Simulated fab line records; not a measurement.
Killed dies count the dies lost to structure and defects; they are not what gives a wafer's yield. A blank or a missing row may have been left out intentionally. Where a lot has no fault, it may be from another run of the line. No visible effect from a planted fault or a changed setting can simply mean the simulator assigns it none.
A lot that was struck, set against a sound lot	flow nand harc	21 out of 1302 route steps
Sound: the wafers L364.3, L364.4, L364.6. Wafers struck: L380.2, L380.3, L380.4. At the end, the cause is stated.
Each step with rows lists, per side, the tool, then ch with its chambers, then its first start. Under that, the readings that differ: sound wafers	struck wafers	difference of the means	sigmas: that difference in standard deviations of wafers without a fault.
alike: words and numbers the same on both sides, and readings whose means are apart by under 2 such deviations; not compared: readings that were withheld, readings missing a value for some wafer, numbers with overlapping values and no deviation given by the record, and bounds like >300 which may hide the same value.
A row with sigmas, a row that says differs or no value, or rows on one side alone: a step with any of these is where the two part. When numbers do not overlap yet have no deviation, they are printed without sigmas and do not part them. A reading missing from all wafers of one side parts the sides only when that side holds two or more wafers.

NHARC_A_BLC_CVD_24: deposits W, target thk 150 nm, time 434 s.
  sound on cvd w-02 ch 0,1; struck on cvd w-02 ch 0,1
reading	sound	struck	difference	sigmas
mfc ar sccm (sccm)	1563 1563 1568	1557 1552 1554	-10	-2
  alike: chamber pressure Torr, heater power w, throttle valve pct
  not compared: since wet clean h
NHARC_A_BLC_CMP_25: polishes, t overpolish 30 s, target thk 150 nm.
  sound on cmp-01 ch 0,3, day 23 12:18; struck on cmp-01 ch 0,1,2, day 30 09:19
  alike: motor current A, overpolish run s, slurry filter dp kPa, time to endpoint s
next, for these wafers, 1 step has no rows: NHARC_A_BLC_SRD_27.
NHARC_A_BLC_INSPECT_28:
  sound on defect inspect-01, day 23 12:42; struck on defect inspect-01, day 30 09:43
  alike: raw defect count
then, 7 steps without rows for these wafers: NHARC_A_M0_DEP_00 (deposits SiOC, target thk 150 nm); NHARC_A_M0_DEHYDRATE_01 (time 120 s); NHARC_A_M0_HMDS_02 (time 30 s); NHARC_A_M0_COAT_33 (time 65 s); NHARC_A_M0_COAT_03 (resist thk 90 nm); NHARC_A_M0_SOFTBAKE_04 (time 55 s); NHARC_A_M0_EBR_05.
NHARC_A_M0_EXPOSE_06: exposes mask A M0, target cd 80 nm.
  sound on arfi scanner-02 ch 0, day 23 13:29; struck on arfi scanner-02 ch 0, day 30 10:22
reading	sound	struck	difference	sigmas
exposure dose mJ cm2	83.31 83.32 83.31	89.62 89.49 89.45	+6.21	+77
  alike: mask, stage vel mm s
then, 2 steps without rows for these wafers: NHARC_A_M0_PEB_07 (peb time 65 s); NHARC_A_M0_DEVELOP_08 (develop time 35 s).
NHARC_A_M0_CD_MEAS_09: the cd target is 80 nm.
  sound on cd sem-03 ch 0, day 23 13:37; struck on cd sem-01 ch 0, day 30 10:29
reading	sound	struck	difference	sigmas
cd nm (nm)	78.6 79.3 79.6	82.6 67.8 60.7	-8.8	-13
NHARC_A_M0_OVL_MEAS_10: pitch 160 nm.
  sound on overlay-01, day 23 13:42; struck on overlay-01, day 30 10:35
  alike: overlay x nm, overlay y nm
NHARC_A_M0_INSPECT_11:
  sound on defect inspect-02, day 23 13:44; struck on defect inspect-01, day 30 10:37
reading	sound	struck	difference	sigmas
raw defect count	56 54 52	151 146 142	+92	+2
NHARC_A_M0_DESCUM_14: chemistry O2, time 3 s.
  sound on rie diel-02 ch 0,1,3, day 23 13:49; struck on rie diel-01 ch 0,2,3, day 30 10:41
  alike: drypump motor current A, mfc ar sccm, oes product au, rf vpp V, showerhead plenum p Torr, throttle valve pct
  not compared: rf hours counter h, model.A_M0.cd nm
NHARC_A_M0_ETCH_34: etches the open film in N2/H2, target depth 40 nm, overetch 12 nm, time 43.94 s.
  sound on rie diel-02 ch 1,2,3, day 23 13:53; struck on rie diel-01 ch 0,1,2, day 30 10:46
  alike: drypump motor current A, mfc ar sccm, oes product au, rf vpp V, showerhead plenum p Torr, throttle valve pct
  not compared: rf hours counter h
NHARC_A_M0_ETCH_15: etches the open film in C4F8/Ar, target depth 150 nm, overetch 15 nm, time 82.5 s.
  sound on rie diel-02 ch 0,1,3; struck on rie diel-01 ch 0,1,3
  alike: oes product au, rf vpp V
  not compared: rf hours counter h, model.A_M0.cd nm
NHARC_A_M0_CD_MEAS_16:
  sound on cd sem-03, day 23 14:06; struck on cd sem-03, day 30 10:59
reading	sound	struck	difference	sigmas
cd nm (nm)	79.1 78.9 78.9	82.7 67.1 60.3	-8.9	-11

## WHERE THEY PART
Earliest at NHARC_A_BLC_CVD_24; latest, in this record, at NHARC_A_M0_CD_MEAS_16.

WHY: what had been put in by the simulator
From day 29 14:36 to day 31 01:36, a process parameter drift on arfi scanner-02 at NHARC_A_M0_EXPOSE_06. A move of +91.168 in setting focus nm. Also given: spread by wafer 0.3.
